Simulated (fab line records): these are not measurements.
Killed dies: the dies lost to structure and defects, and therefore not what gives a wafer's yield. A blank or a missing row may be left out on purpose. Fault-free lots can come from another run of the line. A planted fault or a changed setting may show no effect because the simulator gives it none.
8D (eight disciplines) problem report, filled in by code :: flow n5_finfet :: the parts of the form that need people (team, actions taken, sign-off) are left out
Where a reading is given only as a bound, like >300, the bound stands for it, and a mean or a difference that rests on one is marked > or <: the true number lies beyond.

## 1. WHAT IS WRONG
Wafers without a fault read 479, standard deviation 100; raw_defect_count at N5_BEOL_M0_SAQP_INSPECT_16 reads a mean of 1555 on 6 wafers belonging to 2 lots. That is +11 standard deviations from the usual mean.
The step: inspects for defects (brightfield).
Earliest sighting: wafer L465.1 on defect_inspect-01 at day 8 07:04. The record holds 24 wafers of 9 lots with a number at this step. Rule for "out", or "out of limits": more than 4 standard deviations from the usual mean. Any other wafer with a number is counted as sound.

## 2. WHAT IT IS; WHAT IT IS NOT
question: which readings at this step
is: raw_defect_count
is not: -

question: which lots
is: L465, L467
is not: L455, L458, L461, L464, L474, L476, L477

question: which wafers of those lots
is: all that have a number
is not: -

question: read on which gauges
is: defect_inspect-01, defect_inspect-02
is not: -

question: when
is: from day 8 07:04
is not: up to then (9 sound wafers); but 9 sound wafers of L474, L476, L477 came after

## 3. SUSPECTS, AND WHAT RULES EACH OUT
Counting: a tool at any process step up to the reading remains a suspect when it ran all the lots that are out and ran no sound lot after the first of those.
- the gauge at N5_BEOL_M0_SAQP_INSPECT_16: ruled out. Those wafers that are out were read across 2 gauges (defect_inspect-01, defect_inspect-02).
- pecvd-03 at N5_BEOL_M0_SAQP_PECVD_97 (deposits SiNx from SiH4/NH3/N2, target thk 23 nm, time 19.9 s): kept. It processed each lot that is out, first L465 at day 8 06:23, and no sound lot thereafter; up to then, the last sound lot it processed was L464 at day 8 01:25.
- pecvd-03 at N5_BEOL_M0_SAQP_PECVD_04 (deposits a-Si from SiH4/He, target thk 60 nm, time 60.2 s): kept. It processed each lot that is out, first L465 at day 8 06:26, and no sound lot thereafter; up to then, the last sound lot it processed was L464 at day 8 01:28.
The count leaves pecvd-03 at N5_BEOL_M0_SAQP_PECVD_04 and pecvd-03 at N5_BEOL_M0_SAQP_PECVD_97.

## 4. THE CAUSE (what the simulator had put in)
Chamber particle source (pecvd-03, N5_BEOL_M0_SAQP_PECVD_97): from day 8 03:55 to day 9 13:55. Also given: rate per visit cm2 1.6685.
2 suspects survive the count, and this tool is in that group.

## 5. SEQUENCE OF EFFECTS, ordered by route
Each row: a reading whose mean over the struck wafers that have a number lies more than 3 standard deviations from the usual. Readings are gone through only where the record gives a usual standard deviation; hours: the median, over the lots, of the time from a lot's start at the first step in this table giving one to that lot's start at this step; sigmas: the change measured in usual standard deviations.
hours: 0
step: N5_BEOL_M0_SAQP_INSPECT_16
reading: raw_defect_count
usual: 479
on struck wafers: 1555
change: +1076
sigmas: +11

hours: 5
step: N5_BEOL_M0_SAQP_INSPECT_42
reading: raw_defect_count
usual: 278
on struck wafers: 1386
change: +1108
sigmas: +15

hours: 7
step: N5_BEOL_M0_CUTY_INSPECT_59
reading: raw_defect_count
usual: 1.9
on struck wafers: >300
change: >+298
sigmas: +99 or more

hours: 157
step: N5_PASSIVATION_PROBE_49
reading: defect_limited_yield
usual: 91.8 %
on struck wafers: 82.8
change: -9.0
sigmas: -6.0

hours: 157
step: N5_PASSIVATION_PROBE_49
reading: killed_at_M0_to_M3
usual: 33
on struck wafers: 136
change: +103
sigmas: +9.3

hours: 157
step: N5_PASSIVATION_PROBE_49
reading: killed_dies
usual: 97
on struck wafers: 203
change: +106
sigmas: +5.9

hours: 157
step: N5_PASSIVATION_PROBE_49
reading: killed_on_rim
usual: 12
on struck wafers: 28
change: +16
sigmas: +3.8

hours: 157
step: N5_PASSIVATION_PROBE_49
reading: sort_bin_5_function
usual: 4.8 %
on struck wafers: 10.4
change: +5.6
sigmas: +5.6

hours: 157
step: N5_PASSIVATION_PROBE_49
reading: sort_n_pass
usual: 1083
on struck wafers: 977
change: -106
sigmas: -5.9

hours: 157
step: N5_PASSIVATION_PROBE_49
reading: sort_yield_pct
usual: 91.8 %
on struck wafers: 82.8
change: -9.0
sigmas: -6.0
Here are the process steps it includes:
- N5_PASSIVATION_PROBE_49
At these later measuring or inspecting steps, every struck wafer for which the step has a row has a number for every such reading, and none has moved that far: N5_BEOL_M4_RC_MEAS_101.

## 6. HOW IT WOULD HAVE BEEN CAUGHT EARLIER
Counted from the fault's start at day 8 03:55, it took 3 hours until the first out-of-limits reading at a measuring or inspecting step in this record, taken at day 8 07:04.
No tool reading at N5_BEOL_M0_SAQP_PECVD_97 that has a usual standard deviation in the record was out on any struck wafer, so an alarm limit of 4 standard deviations on those readings would not have fired.
L467, from the lots that are out (2), started N5_BEOL_M0_SAQP_PECVD_97 on pecvd-03 later than day 8 07:04. A hold on the tool at that time would have spared it.
